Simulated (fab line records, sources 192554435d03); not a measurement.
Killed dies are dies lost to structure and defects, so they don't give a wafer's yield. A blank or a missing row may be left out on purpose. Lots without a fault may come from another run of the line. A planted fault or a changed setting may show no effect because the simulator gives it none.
Chamber matching | flow n5_finfet | N5_BEOL_M0_SAQP_CUT_ETCH_46 on rie_diel-04: 4 sister chambers
The step etches SOC in N2/H2, target depth 135 nm, overetch 27 nm, time 202.5 s. 14 wafers are shown with their chamber, then 7 later ones without.

WAFERS WITH THEIR CHAMBER
wafer  | chamber | drypump_motor_current_A (A) | showerhead_plenum_p_Torr (Torr) | throttle_valve_pct (%)
L077.1 | 3       | 6.4                         | 2.57                            | 18.19
L077.3 | 0       | 5.3                         | 2.60                            | 17.83
L077.6 | 3       | 6.4                         | 2.57                            | 18.18
L081.2 | 1       | 5.6                         | 2.54                            | 17.70
L081.3 | 3       | 6.4                         | 2.57                            | 18.17
L081.5 | 2       | 4.8                         | 2.44                            | 17.99
L082.2 | 0       | 5.3                         | 2.60                            | 17.82
L082.3 | 1       | 5.7                         | 2.53                            | 17.71
L082.6 | 0       | 5.3                         | 2.60                            | 17.83
L085.1 | 2       | 4.7                         | 2.43                            | 17.96
L085.4 | 1       | 5.6                         | 2.53                            | 17.75
L085.6 | 2       | 4.8                         | 2.43                            | 17.98
L088.1 | 2       | 4.7                         | 2.43                            | 18.00
L088.3 | 0       | 5.3                         | 2.59                            | 17.83

SIGNATURES (means of the wafers above)
reading                  | chamber 0 | chamber 1 | chamber 2 | chamber 3 | scatter within a chamber
drypump_motor_current_A  | 5.300     | 5.633     | 4.750     | 6.400     | 0.0408
showerhead_plenum_p_Torr | 2.5975    | 2.5333    | 2.4325    | 2.5700    | 0.00465
throttle_valve_pct       | 17.8275   | 17.7200   | 17.9825   | 18.1800   | 0.016
Rule: a wafer's distance from a chamber is the root of the sum, over the readings, of the square of ((its reading less the chamber's mean) divided by the reading's scatter). The wafer belongs to the nearest chamber; if the next one is less than 2 further off, it can't be placed. The scatter: the root of (the sum of the squares of (reading less its chamber's mean) over the shown wafers, divided by (wafers less chambers)).

WAFERS WITHOUT THEIR CHAMBER
wafer  | drypump_motor_current_A (A) | showerhead_plenum_p_Torr (Torr) | throttle_valve_pct (%)
L088.5 | 5.7                         | 2.53                            | 17.72
L092.2 | 5.6                         | 2.53                            | 17.74
L092.4 | 6.4                         | 2.56                            | 18.23
L092.6 | 5.6                         | 2.53                            | 17.74
L095.1 | 4.8                         | 2.43                            | 18.02
L095.2 | 5.6                         | 2.52                            | 17.75
L095.4 | 5.3                         | 2.59                            | 17.87

WHICH CHAMBER EACH WENT THROUGH
wafer  | from the rows above | in truth
L088.5 | 1                   | 1
L092.2 | 1                   | 1
L092.4 | 3                   | 3
L092.6 | 1                   | 1
L095.1 | 2                   | 2
L095.2 | 1                   | 1
L095.4 | 0                   | 0
Placed correctly: 7 of 7. Can't be placed from these rows: 0. Placed wrongly: 0.
